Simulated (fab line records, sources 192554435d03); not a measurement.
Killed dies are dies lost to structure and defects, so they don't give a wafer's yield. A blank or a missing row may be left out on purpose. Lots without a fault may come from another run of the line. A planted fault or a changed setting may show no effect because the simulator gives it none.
fab line records | flow n5_finfet
record lots=5 wafers=15 last_day=24
route steps=1938 shown STI_FIN_REVEAL@206 DUMMY_GATE@212 SPACER0@261 SD_EPI_N@272 SD_EPI_P@329 SD_ACTIVATION@334 BEOL_M4@1111 PASSIVATION@1936
lots that met no fault: from a run of the same line without faults
start_h: hours from the record's first day to the start of the lot's first wafer shown | wait_h: hours since the lot's step before | " the same as in the row above | L1.1+2: a row that stands for several wafers | - no value, or no start given | * or withheld: withheld | < > ~ a bound
route shown NAME@n: a module of which the file shows steps, and the number in the route of the first | usual: mean/standard deviation of fault-free wafers | same: alike in all rows | chamber/n: place in a boat | sites: the reading at each site | _std_site: their standard deviation | _edge_site: outer sites' mean less inner sites' | radius_mm: how far each site lies from the wafer's centre | mask NAME#n: copy n | behind: the tool/chamber that last shaped the wafer | hold: why the lot was held/for how many hours/how that ended | device: the transistor (n, p or np) that didn't switch | end of line: the same wafers' tests at the end of the route | a step without rows: its recipe alone | killed: dies lost to structure and defects at the first sort, not the wafer's yield | map: a wafer's dies, x killed, . not, _ none there
set.NAME: the setting as run; set.NAME@STEP: as run at that earlier step | model.NAME: the simulator's own value behind a step, which no gauge read
lots at some steps of the route; a table a step, a row a wafer
services: from which hour (start_h, from the record's first day; less than 0 if before it) a tool's chamber was out of use, for how many hours, and why
## steps
# step N5_STI_FIN_REVEAL_SRD_23
# recipe dry=ipa_marangoni time_s=30 temp_c=23 rinse_liquid=diw
# step N5_STI_FIN_REVEAL_PRECLEAN_18
# recipe chemistry=SC2 time_s=45 temp_c=35 mix=1:1:50
# step N5_STI_FIN_REVEAL_SRD_28
# recipe dry=ipa_marangoni time_s=30 temp_c=23 rinse_liquid=diw
# step N5_DUMMY_GATE_PRECLEAN_00
# recipe chemistry=O3/DIW time_s=60 temp_c=22 o3_ppm=10
# step N5_DUMMY_GATE_SRD_01
# recipe time_s=30 temp_c=23 rinse_liquid=diw dry=ipa_marangoni
# step N5_DUMMY_GATE_ALD_02
# recipe material=SiO2 target_thk_a=20 temp_c=300 ald_precursor_family=BDEAS ald_co_reactant=O2-plasma pulse_time_s=1 pressure_torr=2
# step N5_DUMMY_GATE_CVD_03
# recipe material=a-Si target_thk_a=1500 temp_c=530 precursor=SiH4 time_s=8042
# step N5_DUMMY_GATE_PRECLEAN_46
# recipe chemistry=DIW time_s=89.5 temp_c=23
# step N5_DUMMY_GATE_SRD_47
# recipe dry_time_s=32 dry=n2_spin spin_rpm=1500
# step N5_DUMMY_GATE_CMP_04
# recipe material=a-Si post_cmp_clean=alkaline_brush
# usual edge_zone_pressure_frac=1.000/0.005 motor_current_A=9.9/0.68 slurry_filter_dp_kPa=13.49/0.14 time_to_endpoint_s=14.3/2.5
# columns lot.wafer tool chamber start_h wait_h edge_zone_pressure_frac motor_current_A slurry_filter_dp_kPa time_to_endpoint_s
L972.2 cmp-04 0 109.32 0.0 0.991 11.0 13.51 10.5
L972.3 " 1 " " 1.002 9.9 13.58 13.0
L972.6 " 0 " " 0.997 11.3 13.60 9.7
L977.1 cmp-04 3 137.73 0.1 1.014 9.8 13.63 19.5
L977.3 " 0 " " 0.990 11.4 13.41 13.6
L977.4 " 1 " " 1.002 9.3 13.30 14.8
L981.1 cmp-04 3 163.64 0.0 1.008 9.5 13.68 17.6
L981.2 " 0 " " 0.993 10.9 13.58 12.4
L981.5 " 3 " " 1.001 9.7 13.54 15.4
L982.3 cmp-04 2 167.41 0.1 0.991 9.0 13.39 17.1
L982.1 " 3 " " 0.995 9.8 13.55 19.1
L982.2 " 0 " " 0.998 10.1 13.56 12.2
L984.3 cmp-03 3 180.42 0.0 0.998 10.1 13.70 15.8
L984.4 " 1 " " 1.004 10.1 13.45 15.7
L984.5 " 0 " " 1.003 8.8 13.35 11.0
# step N5_DUMMY_GATE_HM_DEP_06
# recipe material=SiNx target_thk_a=800 precursor=DCS/NH3 temp_c=700 pressure_mtorr=300 time_s=5141
# step N5_DUMMY_GATE_PECVD_30
# recipe material=SiO2 target_thk_a=550 temp_c=400 precursor=TEOS/O2 pressure_torr=6.5 rf_w=withheld teos_flow_sccm=withheld gas=O2 flow_sccm=2650 time_s=10.8
# step N5_DUMMY_GATE_COAT_34
# recipe resist=SOC temp_c=250 time_s=60 spin_rpm=1500 resist_thk_nm=60
# step N5_DUMMY_GATE_COAT_35
# recipe resist=SiARC temp_c=220 time_s=60 spin_rpm=1500 resist_thk_nm=10
# step N5_DUMMY_GATE_COAT_28
# recipe resist=underlayer temp_c=205 time_s=60 spin_rpm=1500 resist_thk_nm=10
# step N5_DUMMY_GATE_COAT_09
# recipe resist=CAR-EUV spin_rpm=1500 resist_thk_nm=30
# step N5_DUMMY_GATE_EBR_11
# recipe solvent=PGMEA ebr_width_mm=1.5
# step N5_DUMMY_GATE_SOFTBAKE_10
# recipe temp_c=110 time_s=60 resist=CAR-EUV
# step N5_DUMMY_GATE_EXPOSE_12
# recipe mask_id=GATE na=0.33 source_shape=annular sigma_inner=0.2 sigma_outer=0.6 polarization=unpolarized target_cd_nm=25 dose_mj=34
# step N5_DUMMY_GATE_PEB_13
# recipe peb_temp_c=100 peb_time_s=60 resist=CAR-EUV
# step N5_DUMMY_GATE_DEVELOP_14
# recipe develop_time_s=30 developer=TMAH resist=CAR-EUV rinse_liquid=surfactant_rinse dry=air_spin dev_temp_c=23
# step N5_DUMMY_GATE_INSPECT_17
# recipe mode=adi inspect_instrument=brightfield
# usual raw_defect_count=200/58
# columns lot.wafer tool chamber start_h wait_h raw_defect_count
L972.2 defect_inspect-01 - 113.97 0.0 224
L972.3 " - " " 478
L972.6 " - " " 322
L977.1 defect_inspect-02 - 142.46 0.1 419
L977.3 " - " " 439
L977.4 " - " " 502
L981.1 defect_inspect-01 - 170.37 0.1 541
L981.2 " - " " 656
L981.5 " - " " 501
L982.1 defect_inspect-01 - 172.01 0.1 478
L982.2 " - " " 503
L982.3 " - " " 544
L984.3 defect_inspect-01 - 186.22 0.0 171
L984.4 " - " " 155
L984.5 " - " " 208
# step N5_DUMMY_GATE_DESCUM_20
# recipe chemistry=O2 time_s=6.2 source_power_w=50 bias_power_w=20 pressure_mtorr=20 rf_frequency_hz=2.712e+07 temp_c=40 resist=CAR-EUV o2_flow_sccm=225
# step N5_DUMMY_GATE_ETCH_29
# recipe chemistry=N2/H2 target=underlayer target_depth_a=130 ion_energy_ev=200 pressure_mtorr=30 source_w=840 bias_w=150 n2_flow_sccm=200 h2_flow_sccm=200
# step N5_DUMMY_GATE_ETCH_36
# recipe chemistry=CF4 target=SiARC target_depth_a=130 pressure_mtorr=40 source_w=545 bias_w=36 Ar_flow_sccm=100 cf4_flow_sccm=100 ion_energy_ev=80
# step N5_DUMMY_GATE_ETCH_37
# recipe chemistry=N2/H2 target=SOC target_depth_a=600 overetch_a=300 temp_c=40 ion_energy_ev=200 pressure_mtorr=30 source_w=840 bias_w=150 n2_flow_sccm=200 h2_flow_sccm=200
# step N5_DUMMY_GATE_STRIP_38
# recipe chemistry=N2/H2 temp_c=40 n2_flow_sccm=200 h2_flow_sccm=200 rf_frequency_hz=6e+07
# step N5_DUMMY_GATE_STRIP_39
# recipe chemistry=N2/H2 temp_c=40 n2_flow_sccm=200 h2_flow_sccm=200 rf_frequency_hz=6e+07
# step N5_DUMMY_GATE_TRIM_49
# recipe chemistry=O2 resist=SOC time_s=29 target_cd_nm=14 source_power_w=300 bias_power_w=0 O2_flow_sccm=100 temp_c=20
# step N5_DUMMY_GATE_STRIP_40
# recipe chemistry=CF4 resist=SiARC power_w=300 bias_power_w=75 pressure_mtorr=50 cf4_flow_sccm=150 rf_frequency_hz=6e+07
# step N5_DUMMY_GATE_ETCH_31
# recipe chemistry=C4F6/O2 target=SiO2 mask_material=SOC target_depth_a=825 time_s=27.5 ion_energy_ev=250 pressure_mtorr=30 source_w=345 bias_w=185 Ar_flow_sccm=300 C4F6_flow_sccm=10 O2_flow_sccm=10
# step N5_DUMMY_GATE_STRIP_41
# recipe chemistry=O2 power_w=400 temp_c=40 pressure_mtorr=30 rf_frequency_hz=6e+07 bias_power_w=0 overash_fraction=0.3 o2_flow_sccm=225
# step N5_DUMMY_GATE_HM_OPEN_21
# recipe chemistry=CH3F/O2 target=SiNx target_depth_a=1200 Ar_flow_sccm=150 CH3F_flow_sccm=30 O2_flow_sccm=23 time_s=171.4 pressure_mtorr=30 source_w=395 bias_w=73 ion_energy_ev=120.7
# step N5_DUMMY_GATE_ETCH_32
# recipe chemistry=CF4 target=SiO2 target_depth_a=35 time_s=3.9 ion_energy_ev=350 pressure_mtorr=10 icp_w=800 bias_w=400 cf4_flow_sccm=80
# step N5_DUMMY_GATE_ETCH_23
# recipe chemistry=HBr/Cl2/O2 HBr_flow_sccm=150 Cl2_flow_sccm=80 O2_flow_sccm=12 bias_w=102 target_depth_a=410 time_s=22.3 target=poly-Si mask_material=SiO2 pressure_mtorr=10 icp_w=800
# step N5_DUMMY_GATE_INSPECT_27
# recipe inspect_instrument=brightfield mode=aei
# usual raw_defect_count=306/77
# columns lot.wafer tool chamber start_h wait_h raw_defect_count
L972.2 defect_inspect-02 - 115.15 0.0 322
L972.3 " - " " 621
L972.6 " - " " 444
L977.1 defect_inspect-01 - 143.91 0.0 546
L977.3 " - " " 536
L977.4 " - " " 632
L981.1 defect_inspect-02 - 171.68 0.0 654
L981.2 " - " " 765
L981.5 " - " " 606
L982.1 defect_inspect-01 - 173.29 0.0 586
L982.2 " - " " 593
L982.3 " - " " 685
L984.3 defect_inspect-02 - 188.81 0.0 211
L984.4 " - " " 196
L984.5 " - " " 265
# step N5_SPACER0_INSPECT_04
# recipe inspect_instrument=darkfield mode=post_dep
# usual raw_defect_count=142/39
# columns lot.wafer tool chamber start_h wait_h raw_defect_count
L972.2 defect_inspect-01 - 116.80 0.1 160
L972.3 " - " " 300
L972.6 " - " " 199
L977.1 defect_inspect-01 - 144.51 0.1 415
L977.3 " - " " 382
L977.4 " - " " 470
L981.1 defect_inspect-01 - 172.29 0.1 456
L981.2 " - " " 564
L981.5 " - " " 453
L982.1 defect_inspect-02 - 173.89 0.1 415
L982.2 " - " " 405
L982.3 " - " " 406
L984.3 defect_inspect-02 - 190.75 0.1 117
L984.4 " - " " 109
L984.5 " - " " 108
# step N5_SD_EPI_N_INSPECT_11
# recipe mode=adi inspect_instrument=macro
# usual raw_defect_count=1.9/1.4
# columns lot.wafer tool chamber start_h wait_h raw_defect_count
L972.2 defect_inspect-02 - 117.26 0.0 3
L972.3 " - " " 5
L972.6 " - " " 3
L977.1 defect_inspect-02 - 144.97 0.0 274
L977.3 " - " " 294
L977.4 " - " " 288
L981.1 defect_inspect-01 - 172.74 0.0 257
L981.2 " - " " >300
L981.5 " - " " 300
L982.1 defect_inspect-02 - 174.22 0.0 263
L982.2 " - " " 270
L982.3 " - " " 272
L984.3 defect_inspect-02 - 191.21 0.0 0
L984.4 " - " " 0
L984.5 " - " " 3
# step N5_SD_EPI_P_INSPECT_26
# recipe inspect_instrument=darkfield mode=post_epi
# usual raw_defect_count=183/42
# columns lot.wafer tool chamber start_h wait_h raw_defect_count
L972.2 defect_inspect-01 - 125.83 0.0 188
L972.3 " - " " 321
L972.6 " - " " 219
L977.1 defect_inspect-02 - 154.43 0.0 422
L977.3 " - " " 418
L977.4 " - " " 486
L981.1 defect_inspect-01 - 181.03 0.0 490
L981.2 " - " " 585
L981.5 " - " " 500
L982.1 defect_inspect-02 - 183.07 0.0 441
L982.2 " - " " 432
L982.3 " - " " 439
L984.3 defect_inspect-01 - 201.55 0.0 165
L984.4 " - " " 161
L984.5 " - " " 200
# step N5_SD_ACTIVATION_INSPECT_02
# recipe inspect_instrument=darkfield mode=post_anneal
# usual raw_defect_count=176/43
# columns lot.wafer tool chamber start_h wait_h raw_defect_count
L972.2 defect_inspect-02 - 126.58 0.1 157
L972.3 " - " " 286
L972.6 " - " " 191
L977.1 defect_inspect-02 - 155.19 0.2 435
L977.3 " - " " 415
L977.4 " - " " 497
L981.1 defect_inspect-01 - 181.79 0.2 501
L981.2 " - " " 600
L981.5 " - " " 512
L982.1 defect_inspect-01 - 183.83 0.2 493
L982.2 " - " " 469
L982.3 " - " " 482
L984.3 defect_inspect-02 - 202.30 0.1 132
L984.4 " - " " 136
L984.5 " - " " 185
# step N5_BEOL_M4_RC_MEAS_101
# usual DIBL_N=35.8/1.6 DIBL_P=35.6/2 IOFF_N=0.15/0.031 IOFF_P=0.20/0.033 ION_N=668/12 ION_P=459/6.8 SS_N=71.4/0.53 SS_P=73.1/0.63 VT_N=250/3.5 VT_P=-251/3
# columns lot.wafer tool chamber start_h wait_h DIBL_N[mV/V] DIBL_P[mV/V] IOFF_N[nA/um] IOFF_P[nA/um] ION_N[uA/um] ION_P[uA/um] SS_N[mV/dec] SS_P[mV/dec] VT_N[mV] VT_P[mV]
L972.2 prober-02 0 391.48 0.2 36.6 37.2 0.19 0.25 684 471 71.3 73.5 247 -246
L972.3 " 0 " " 36.4 37.6 0.17 0.25 670 465 71.8 73.6 251 -249
L972.6 " 0 " " 36.1 36.1 0.18 0.22 673 458 71.0 73.7 247 -251
L977.1 prober-01 0 404.36 0.0 36.9 35.6 0.16 0.20 670 464 71.4 72.8 250 -251
L977.3 " 0 " " 35.6 33.8 0.13 0.18 666 457 71.0 73.4 252 -255
L977.4 " 0 " " 34.4 32.7 0.12 0.16 667 460 70.5 72.5 254 -253
L982.1 prober-01 0 436.12 0.0 39.4 39.7 0.21 0.26 676 465 72.7 74.2 246 -246
L982.2 " 0 " " 36.1 35.4 0.14 0.20 660 459 71.4 72.2 251 -250
L982.3 " 0 " " 38.5 38.4 0.19 0.24 663 458 72.5 74.1 247 -247
L981.1 prober-01 0 459.93 0.0 35.1 33.7 0.12 0.16 668 458 71.6 73.0 253 -254
L981.2 " 0 " " 36.3 33.7 0.12 0.17 656 454 70.9 73.5 255 -254
L981.5 " 0 " " 36.1 34.3 0.12 0.17 661 453 71.1 72.6 252 -253
L984.3 prober-01 0 468.34 0.3 36.5 36.2 0.17 0.21 672 460 71.3 73.5 249 -247
L984.4 " 0 " " 35.8 36.1 0.16 0.21 669 462 71.0 73.3 246 -249
L984.5 " 0 " " 35.8 35.6 0.16 0.21 692 474 70.9 73.9 249 -248
# step N5_PASSIVATION_PROBE_49
# usual defect_limited_yield=90.7/1.5 killed_at_M0_to_M3=38/11 killed_at_M4_up=15/5.5 killed_at_contacts=12/6 killed_at_front_end=41/11 killed_at_other=3.5/2.7 killed_dies=110/18 killed_on_rim=15/3.6 killed_open=72/13 killed_short=35/8.7 sort_bin_5_function=5.5/1.1 sort_bin_6_memory=3.4/0.63 sort_n_pass=1070/18 sort_yield_pct=90.7/1.5
# same gross_dies=1180 killed_at_back_side=0 sort_bin_4_leakage[%]=0 sort_bin_8_speed[%]=0
# columns lot.wafer tool chamber start_h wait_h defect_limited_yield[%] killed_at_M0_to_M3 killed_at_M4_up killed_at_contacts killed_at_front_end killed_at_other killed_dies killed_on_rim killed_open killed_short sort_bin_5_function[%] sort_bin_6_memory[%] sort_n_pass sort_yield_pct[%]
L972.2 prober-02 - 513.00 0.1 88.4 22 19 14 76 6 137 15 81 56 7.4 3.6 1043 88.4
L972.3 prober-02 - 513.05 0.1 90.3 36 10 14 49 5 114 9 74 30 5.7 3.2 1066 90.3
L972.6 prober-02 - 513.20 0.3 88.2 49 18 19 50 3 139 18 82 50 6.9 3.9 1041 88.2
L977.1 prober-01 - 524.43 0.0 72.8 41 12 8 258 2 321 40 63 29 16.4 9.3 859 72.8
L977.3 prober-01 - 524.53 0.1 70.3 42 12 7 286 4 351 39 75 25 19.2 9.1 829 70.3
L977.4 prober-01 - 524.58 0.2 69.9 46 11 15 281 2 355 46 74 44 19.0 9.6 825 69.9
L982.1 prober-01 - 550.27 0.0 74.0 32 9 20 238 8 307 46 56 28 14.9 9.2 873 74.0
L982.2 prober-01 - 550.32 0.1 74.1 46 6 5 245 4 306 36 44 30 15.4 8.9 874 74.1
L982.3 prober-01 - 550.37 0.1 72.7 24 19 9 262 8 322 38 61 35 16.2 9.4 858 72.7
L981.1 prober-01 - 564.40 0.0 73.3 24 20 10 259 2 315 40 57 29 15.8 9.2 865 73.3
L981.2 prober-01 - 564.45 0.1 68.1 46 6 15 302 8 377 51 69 42 19.1 9.6 803 68.1
L981.5 prober-01 - 564.60 0.2 72.0 17 9 13 288 3 330 45 49 26 17.2 9.4 850 72.0
L984.3 prober-02 - 572.11 0.1 92.5 28 3 12 44 1 88 14 58 29 4.1 3.1 1092 92.5
L984.4 prober-02 - 572.16 0.2 89.7 26 19 13 61 3 122 11 72 50 6.0 4.2 1058 89.7
L984.5 prober-02 - 572.21 0.2 91.0 31 10 10 50 5 106 17 68 35 5.3 3.2 1074 91.0
# killed by level:class
L972.2 STI_FIN_REVEAL:geometric_particle:open=21 ILD0:geometric_particle:short=10 MOL_CONTACT_COAG:geometric_particle:open=9 FIN_SAQP:geometric_particle:open=8 FIN_SAQP:geometric_particle:short=8 BEOL_M0_SAQP:geometric_particle:open=8 GATE_CUT:geometric_particle:short=7 BEOL_M4:geometric_particle:open=7
L972.3 FIN_SAQP:geometric_particle:open=12 MOL_CONTACT_COAG:geometric_particle:open=12 BEOL_M2:geometric_particle:open=10 BEOL_M3:geometric_particle:open=9 HKMG_FIN:area_etch=8 FIN_SAQP:geometric_particle:short=6 BEOL_M1:geometric_particle:open=6 GATE_CUT:geometric_particle:open=5
L972.6 MOL_CONTACT_COAG:geometric_particle:open=14 BEOL_M0_SAQP:geometric_particle:open=13 STI_FIN_REVEAL:geometric_particle:open=12 BEOL_M0_SAQP:geometric_particle:short=10 BEOL_M3:geometric_particle:open=9 FIN_SAQP:geometric_particle:open=7 ILD0:geometric_particle:short=6 HKMG_FIN:area_etch=6
L977.1 DUMMY_GATE:unspecified=228 BEOL_M1:geometric_particle:open=12 FIN_SAQP:geometric_particle:open=8 BEOL_M3:geometric_particle:open=8 MOL_CONTACT_COAG:geometric_particle:open=7 BEOL_M4:geometric_particle:open=7 GATE_CUT:geometric_particle:short=6 BEOL_M2:geometric_particle:open=5
L977.3 DUMMY_GATE:unspecified=250 BEOL_M3:geometric_particle:open=12 BEOL_M1:geometric_particle:open=11 BEOL_M2:geometric_particle:open=11 FIN_SAQP:geometric_particle:open=10 FIN_SAQP:geometric_particle:short=9 BEOL_M4:geometric_particle:open=7 STI_FIN_REVEAL:geometric_particle:open=6
L977.4 DUMMY_GATE:unspecified=236 BEOL_M3:geometric_particle:open=21 FIN_SAQP:geometric_particle:short=10 MOL_CONTACT_COAG:geometric_particle:open=10 FIN_SAQP:geometric_particle:open=9 GATE_CUT:geometric_particle:short=7 BEOL_M4:geometric_particle:open=7 BEOL_M0_SAQP:geometric_particle:short=6
L982.1 DUMMY_GATE:unspecified=212 MOL_CONTACT_COAG:geometric_particle:open=17 BEOL_M0_SAQP:geometric_particle:short=13 BEOL_M0_SAQP:geometric_particle:open=9 HKMG_FIN:area_etch=9 FIN_SAQP:geometric_particle:short=5 FIN_SAQP:geometric_particle:open=4 BEOL_M3:geometric_particle:open=4
L982.2 DUMMY_GATE:unspecified=230 BEOL_M0_SAQP:geometric_particle:open=17 BEOL_M0_SAQP:geometric_particle:short=17 MOL_CONTACT_COAG:geometric_particle:open=4 BEOL_M2:geometric_particle:open=4 DUMMY_GATE:geometric_particle:open=3 BEOL_M3:geometric_particle:open=3 STARTING-WAFER:geometric_particle:short=2
L982.3 DUMMY_GATE:unspecified=226 BEOL_M4:geometric_particle:open=10 FIN_SAQP:geometric_particle:short=7 STI_FIN_REVEAL:geometric_particle:open=6 FIN_SAQP:geometric_particle:open=5 MOL_CONTACT_COAG:geometric_particle:open=5 BEOL_M0_SAQP:geometric_particle:short=5 BEOL_M0_SAQP:geometric_particle:open=5
L981.1 DUMMY_GATE:unspecified=220 FIN_SAQP:geometric_particle:short=9 BEOL_M0_SAQP:geometric_particle:open=8 MOL_CONTACT_COAG:geometric_particle:open=8 STI_FIN_REVEAL:geometric_particle:open=7 HKMG_FIN:area_etch=7 BEOL_M0_SAQP:geometric_particle:short=5 BEOL_M1:geometric_particle:open=5
L981.2 DUMMY_GATE:unspecified=252 BEOL_M1:geometric_particle:open=13 HKMG_FIN:area_etch=13 MOL_CONTACT_COAG:geometric_particle:open=12 FIN_SAQP:geometric_particle:open=8 FIN_SAQP:geometric_particle:short=8 STI_FIN_REVEAL:geometric_particle:open=7 BEOL_M0_SAQP:geometric_particle:short=7
L981.5 DUMMY_GATE:unspecified=249 MOL_CONTACT_COAG:geometric_particle:open=11 FIN_SAQP:geometric_particle:short=8 FIN_SAQP:geometric_particle:open=8 STI_FIN_REVEAL:geometric_particle:open=7 HKMG_FIN:area_etch=5 BEOL_M0_SAQP:geometric_particle:short=4 DUMMY_GATE:geometric_particle:open=3
L984.3 BEOL_M3:geometric_particle:open=11 FIN_SAQP:geometric_particle:open=10 MOL_CONTACT_COAG:geometric_particle:open=9 FIN_SAQP:geometric_particle:short=8 GATE_CUT:geometric_particle:short=5 BEOL_M3:geometric_particle:short=5 GATE_CUT:geometric_particle:open=4 BEOL_M0_SAQP:geometric_particle:open=4
L984.4 FIN_SAQP:geometric_particle:short=19 BEOL_M4:geometric_particle:open=14 FIN_SAQP:geometric_particle:open=12 MOL_CONTACT_COAG:geometric_particle:open=10 BEOL_M0_SAQP:geometric_particle:short=9 STI_FIN_REVEAL:geometric_particle:open=6 DUMMY_GATE:geometric_particle:open=5 BEOL_M0_SAQP:geometric_particle:open=5
L984.5 FIN_SAQP:geometric_particle:open=15 FIN_SAQP:geometric_particle:short=9 BEOL_M0_SAQP:geometric_particle:short=9 BEOL_M0_SAQP:geometric_particle:open=8 BEOL_M2:geometric_particle:open=7 MOL_CONTACT_COAG:geometric_particle:open=7 STI_FIN_REVEAL:geometric_particle:open=5 DUMMY_GATE:geometric_particle:open=5
# map L977.4 (x killed, . not)
_________________x.x.x...x..x________________
______________..xx.x.x.x....x..._____________
___________.x...x.xxx.x..x..x...x..__________
__________..x......xx.xx..xx..x...x._________
________x.xx.....x.x...xx....x....xx.._______
_______........x.xx...xx..x..........xx______
______x.x.xx..x.x....x..x.x.xx.x.....x.._____
_____x.x..xxx...x..x..x..x.....x.x.......____
____..xxx.........xxx..xxx......xx.xxx.x.x___
___..x..xx...x....x......x.....x..x...xx...__
___.......x....x.xx...x......x.x...x.xxx.xx__
__.x...xx.........x..x..x....x..x...xx...xxx_
__xxxx.....x...xxx.x.....x.......xx.x..x.x.._
_.xx.x....xx.....x.x......xxx.......x.x..x...
_x.x....xxx..x...x.....x..x...x..........x..x
_..x.......x.xx......xx..x.x.....x.xxx.x.....
_x.xx....x.....xx..xxxx..x........x.x........
_...x...x..x......xxxx.....x.....xx.x..x..x..
_....x.x....x.x.x.x....x....xxxx.....x.....x.
_.x.x..xx.x..xx..xx.......x.x....x.x...x.x...
_x.xx....x....x.xx.xx.xx..x.....x..x..x..x..x
__....x.....xxx.xx..x.xxx.x...x...x.x...x..x_
__.xxxx.....x.xxx...........xx..x.....xx...x_
___.......xxxxx.......xx.xx.x..xxxx......x.__
___.xx.....x.x..x....x......xx....x...x.x..__
____.....x....x.x...........x.x......x....___
_____......x.x.x.....x...x...x....x......____
______x..x.x..x................x.xxx...._____
_______.x..x........x.x.......x...x....______
________..x..x.....x.x............x..._______
__________........x...xxx..x........_________
___________.........x...xx......xx.__________
______________x..x..x.....xx.x.._____________
_________________.x.x.xx.....________________
# map L981.2 (x killed, . not)
_________________...xxxx..x.x________________
______________.x..xx..xx.x....x._____________
___________x..xx.x..xxx..x.xx.x...x__________
__________.x.x........x...xx.x..x..._________
________x.x.x..xx...x...x.xxx...xx...._______
_______x.xx..xx............x.x.......xx______
______....xx.x.x..xx.x......x.xx.x.xx..x_____
_____...........xx.x.......x..x..xxxxxx.x____
____.........xx......x.xx.x..x.xx..xxx..x.___
___...xxx.xx..x...xx.x.xx.......x..x.x...xx__
___..xx.xx..x.....x.x...xx.x.x.x.x.....x.xx__
__x........xxx..x....xx.......x.x..x..x..x.._
__x....x.x..x.x.....x.......x....x.xx..x...._
_..xxx....x..x....xx......xx.x.........x..xx.
_.x...x....x...xx..xxx.xx...x....x...xx...xx.
_x.xx...x...x....x..x..x.x..x...x.x....xxxx.x
_...x....x.x.xx...xx...x.......xxx....x.x....
_..x....x.x...xx.x...x.....xxx...x....x...x..
_x..xxxx.....x...x.x...x.x...x.x.......x.....
_....x.....x..x.x....x....xxx..x.........x.x.
_............x..x...x...x....x.xxx.....x...x.
__x......x..x..x.........x..x...........x..._
__.x..xxx...x.xx.xx.x....x...x.............._
___....xx.........x.x.xx....xx..xx..x.x.x.x__
___.x.xx.....xx....xx.....x..x.x......x.xx.__
____.x..........x.x.x.xxx..xx.xx....x.....___
_____x..x.x...xx..................xx...x.____
______...x........x.....x...x.x..x.x.x.._____
_______.x.x.x.x.x.x....xx.x..x...x.x..x______
________.x.x.xxx...x.x...x...x..xxx..._______
__________..x..x.....x.x...x.x......_________
___________.....xxx....x.....x..xx.__________
______________x..x...xxxx....x.x_____________
_________________.x...x..xx..________________
## services
# columns tool chamber start_h hours kind
cmp-03 - 123.31 2.1 repair
cmp-03 - 129.53 6.1 pm
cmp-04 - 155.94 0.8 repair
cmp-04 - 159.05 0.4 repair
cmp-04 - 168.52 4.0 pm
## key
first_sign step=N5_DUMMY_GATE_INSPECT_17 reading=raw_defect_count direction=up sigmas=5.3 usual=200 struck=509
effect step=N5_DUMMY_GATE_INSPECT_27 reading=raw_defect_count direction=up sigmas=4.1 usual=306 struck=623
effect step=N5_SPACER0_INSPECT_04 reading=raw_defect_count direction=up sigmas=7.6 usual=142 struck=441
effect step=N5_SD_EPI_N_INSPECT_11 reading=raw_defect_count direction=up sigmas=99+ usual=1.9 struck=>279.8
effect step=N5_SD_EPI_P_INSPECT_26 reading=raw_defect_count direction=up sigmas=6.8 usual=183 struck=468
effect step=N5_SD_ACTIVATION_INSPECT_02 reading=raw_defect_count direction=up sigmas=7.4 usual=176 struck=489
effect step=N5_PASSIVATION_PROBE_49 reading=killed_at_front_end direction=up sigmas=21 usual=41 struck=269
more_kills_born_at N5_DUMMY_GATE_CMP_04@cmp-04=2103
met_at N5_DUMMY_GATE_CMP_04
struck_wafers L977.1,L977.3,L977.4,L981.1,L981.2,L981.5,L982.1,L982.2,L982.3
baseline_loss step=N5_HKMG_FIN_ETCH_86 wafers=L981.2
onset_between 109.32 137.73
fault kind=chamber_particle_source tool=cmp-04 chamber=- onset_h=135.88 steps=N5_DUMMY_GATE_CMP_04 rate_per_visit_cm2=0.43226 end_h=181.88
# baseline_loss: these wafers lose ten dies or more at that step, a loss of the line's own and not of a fault; the sort's usual values leave them out
